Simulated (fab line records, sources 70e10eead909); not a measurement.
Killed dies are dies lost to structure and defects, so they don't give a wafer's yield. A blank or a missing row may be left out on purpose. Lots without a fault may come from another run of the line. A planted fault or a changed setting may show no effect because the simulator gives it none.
One fault seen from 2 desks | flow nand_harc | each desk has only its own numbers; what lay behind them comes last

THE TOOL OWNER'S DESK: krf_scanner-01
The tool's own readings at NHARC_P_BONDPAD_EXPOSE_06 (exposes mask P BPAD): means of the sampled wafers that have a number, for each lot that ran on this tool. A lot is out of limits, marked OUT, if its mean lies more than 4 standard deviations from the usual mean; the brackets give that distance.
Columns: A = exposure_dose_mJ_cm2 at NHARC_P_BONDPAD_EXPOSE_06, usual 37.06
lot  | first seen here | A
L238 | day 6 13:19     | 37.06
L243 | day 8 11:24     | 37.05
L244 | day 9 05:02     | 37.04
L247 | day 10 12:36    | 32.45 (-99 or more) OUT
L248 | day 11 01:56    | 33.33 (-91) OUT
This desk's finding: out of limits on L247, L248; first on L247, day 10 12:36 (exposure_dose_mJ_cm2 at NHARC_P_BONDPAD_EXPOSE_06). In limits: L238, L243, L244.

THE METROLOGY DESK
What the gauges read, lot by lot, whatever tool the lot ran on: means of the sampled wafers that have a number. A lot is out of limits, marked OUT, if its mean lies more than 4 standard deviations from the usual mean; the brackets give that distance.
Columns: A = cd_nm at NHARC_P_BONDPAD_CD_MEAS_09, usual 500.0 nm
lot  | first seen here | A
L238 | day 6 13:28     | 501.0
L240 | day 7 12:50     | 498.6
L241 | day 7 16:33     | 500.7
L243 | day 8 11:33     | 499.3
L244 | day 9 05:11     | 499.4
L247 | day 10 12:45    | 494.5
L248 | day 11 02:04    | 497.4
L252 | day 12 17:19    | 500.3
L255 | day 13 16:56    | 497.7
L258 | day 14 23:48    | 501.4
L260 | day 15 21:03    | 500.5
This desk's finding: nothing out of limits on any of the 11 lots.

PUT TOGETHER
The tool owner's desk could have raised an alarm at day 10 12:36, on L247, L248.
The metrology desk saw nothing out of limits.
The metrology desk has L247, L248 on record, within its limits.
Of the lots named, all ran NHARC_P_BONDPAD_EXPOSE_06 on krf_scanner-01.

WHAT THE SIMULATOR HAD PUT IN
Process parameter drift: krf_scanner-01, from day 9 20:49 on, at NHARC_P_BONDPAD_EXPOSE_06. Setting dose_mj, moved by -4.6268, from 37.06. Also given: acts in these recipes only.
Lots struck among those shown: L247, L248.
Hours from the fault's start to each desk's first reading out of limits: the tool owner's desk, 16.
